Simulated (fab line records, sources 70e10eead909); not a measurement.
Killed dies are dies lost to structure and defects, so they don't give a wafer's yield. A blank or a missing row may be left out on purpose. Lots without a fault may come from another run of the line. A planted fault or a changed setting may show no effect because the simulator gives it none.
Chamber matching | flow nand_harc | NHARC_A_CONTACT_ETCH_75 on rie_diel-01: 4 sister chambers
The step etches the open film in CF4, target depth 39 nm, time 65 s. 8 wafers are shown with their chamber, then 7 later ones without.

WAFERS WITH THEIR CHAMBER
wafer  | chamber | showerhead_plenum_p_Torr (Torr) | drypump_motor_current_A (A)
L084.2 | 1       | 1.90                            | 5.95
L084.3 | 3       | 1.74                            | 5.76
L084.6 | 0       | 1.82                            | 6.37
L088.2 | 0       | 1.81                            | 6.37
L088.5 | 2       | 1.69                            | 5.70
L088.6 | 3       | 1.74                            | 5.78
L090.1 | 1       | 1.90                            | 5.98
L090.2 | 2       | 1.69                            | 5.72

WAFERS WITHOUT THEIR CHAMBER
wafer  | showerhead_plenum_p_Torr (Torr) | drypump_motor_current_A (A)
L090.4 | 1.74                            | 5.76
L091.1 | 1.81                            | 6.37
L091.3 | 1.74                            | 5.78
L091.5 | 1.90                            | 5.91
L094.1 | 1.89                            | 5.89
L094.3 | 1.69                            | 5.69
L094.5 | 1.73                            | 5.76

WHICH CHAMBER EACH WENT THROUGH
wafer  | from the rows above | in truth
L090.4 | 3                   | 3
L091.1 | 0                   | 0
L091.3 | 3                   | 3
L091.5 | 1                   | 1
L094.1 | 1                   | 1
L094.3 | 2                   | 2
L094.5 | 3                   | 3
Placed correctly: 7 of 7. Can't be placed from these rows: 0. Placed wrongly: 0.
How it was worked out, from the rows above alone: a wafer's distance from a chamber is the root of the sum, over the readings, of the square of ((its reading less the chamber's mean) divided by the reading's scatter). The wafer belongs to the nearest chamber; if the next one is less than 2 further off, it can't be placed. A chamber's mean is the mean of its shown wafers. The scatter: the root of (the sum of the squares of (reading less its chamber's mean) over the shown wafers, divided by (wafers less chambers)).
